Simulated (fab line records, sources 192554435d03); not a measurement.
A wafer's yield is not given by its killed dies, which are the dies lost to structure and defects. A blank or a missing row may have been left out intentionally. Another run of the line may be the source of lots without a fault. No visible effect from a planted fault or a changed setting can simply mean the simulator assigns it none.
A lot that was struck, set against a sound lot | flow n5 finfet | 19 steps out of a route of 1938
Sound: these wafers, L870.1, L870.5, L870.6. Struck: wafer L862.1; the same lot's L862.4 was not struck, so it is left out; see the end for the cause.
Order at every step that has rows: each side's tool, ch and its chambers, its first start. Under that, the readings that differ: sound wafers | struck wafers | difference of the means | sigmas: that difference in standard deviations of wafers without a fault.
alike: words and numbers the same on both sides, and readings whose means are apart by under 2 such deviations; not compared: readings that were withheld, readings missing a value for some wafer, numbers with overlapping values and no deviation given by the record, and bounds like >300 which may hide the same value.
The two part at a step that has a row with sigmas, a row that says differs or no value, or rows on one side only. Non-overlapping numbers with no deviation appear without sigmas and do not part them. A reading missing from all wafers of one side parts the sides only when that side holds two or more wafers.

N5_PASSIVATION_AL_ETCH_33: etches Al in Cl2/BCl3, stops on TaN, target depth 2800 nm, time 466.7 s.
  sound on rie metal-03 ch 0,1, day 17 12:17; struck on rie metal-02 ch 0, day 15 18:55
  reading                     | sound       | struck | difference | sigmas
  drypump motor current A (A) | 6.3 6.3 5.5 | 4.8    | -1.2       | -2
  alike: bias w, oes product au, throttle valve pct
  not compared: rf hours counter h
N5_PASSIVATION_ETCH_59: etches TaN in Cl2/BCl3, target depth 65 nm, time 34.9 s.
  sound on rie metal-03 ch 0,1, day 17 12:41; struck on rie metal-02 ch 0, day 15 19:19
  reading                     | sound       | struck | difference | sigmas
  drypump motor current A (A) | 6.4 6.3 5.5 | 4.8    | -1.3       | -2
  alike: bias w, oes product au, throttle valve pct
  not compared: rf hours counter h
N5_PASSIVATION_STRIP_34: strips in O2.
  sound on rie diel-04 ch 1,3, day 17 12:48; struck on rie diel-06 ch 2, day 15 19:26
  alike: drypump motor current A, oes product au, rf vpp V, showerhead plenum p Torr, throttle valve pct
  not compared: rf hours counter h
then, 4 steps without rows for these wafers: N5_PASSIVATION_STRIP_51 (strips in post etch residue remover, time 1200 s); N5_PASSIVATION_CLEAN_69 (cleans in IPA, time 180 s); N5_PASSIVATION_SRD_70 (time 30 s); N5_PASSIVATION_PECVD_53 (deposits SiO2 from TEOS/O2, target thk 800 nm, time 169.4 s).
N5_PASSIVATION_PECVD_35: deposits SiNx from SiH4/NH3/N2, target thk 700 nm, time 151.3 s.
  sound on pecvd-04 ch 1,2, day 17 13:25; struck on pecvd-02 ch 1, day 15 20:02
  alike: heater power w, showerhead plenum p Torr, throttle valve pct
then, 4 steps without rows for these wafers: N5_PASSIVATION_HMDS_37 (time 60 s); N5_PASSIVATION_COAT_38; N5_PASSIVATION_EBR_40; N5_PASSIVATION_SOFTBAKE_39 (time 120 s).
N5_PASSIVATION_EXPOSE_41: exposes mask PASS OPEN, defocus 0 nm, target cd 40000 nm.
  sound on krf scanner-02 ch 0, day 17 13:47; struck on krf scanner-01 ch 0, day 15 20:17
  alike: mask, stage vel mm s
then, 3 steps without rows for these wafers: N5_PASSIVATION_PEB_42; N5_PASSIVATION_DEVELOP_43 (develop time 60 s); N5_PASSIVATION_HARDBAKE_45 (time 120 s).
N5_PASSIVATION_CD_MEAS_44 targets a cd of 40000 nm.
  sound on cd sem-02 ch 0, day 17 13:58; struck on cd sem-01 ch 0, day 15 20:28
  reading    | sound             | struck | difference | sigmas
  cd nm (nm) | 39999 39997 40000 | 40055  | +56        | +20
N5_PASSIVATION_OVL_MEAS_66:
  sound on overlay-02 ch 0, day 17 14:01; struck on overlay-01 ch 0, day 15 20:30
  alike: PASS_OPEN_OVL
N5_PASSIVATION_PROBE_49:
  sound: prober-01 at day 17 17:11; struck: prober-01 at day 15 23:39
  reading             | sound          | struck | difference | sigmas
  killed at front end | 56 43 54       | 26     | -25        | -2
  killed dies         | 119 106 115    | 80     | -33        | -2
  killed short        | 34 35 33       | 18     | -16        | -2
  sort n pass         | 1061 1074 1065 | 1100   | +33        | +2
  alike: defect limited yield, killed_at_M0_to_M3, killed_at_M4_up, killed at contacts, killed at other, killed open, sort_bin_5_function, sort_bin_6_memory, sort yield pct

WHERE THEY PART
First at N5_PASSIVATION_AL_ETCH_33; last, within this record, at N5_PASSIVATION_PROBE_49.

WHY: whatever the simulator had introduced
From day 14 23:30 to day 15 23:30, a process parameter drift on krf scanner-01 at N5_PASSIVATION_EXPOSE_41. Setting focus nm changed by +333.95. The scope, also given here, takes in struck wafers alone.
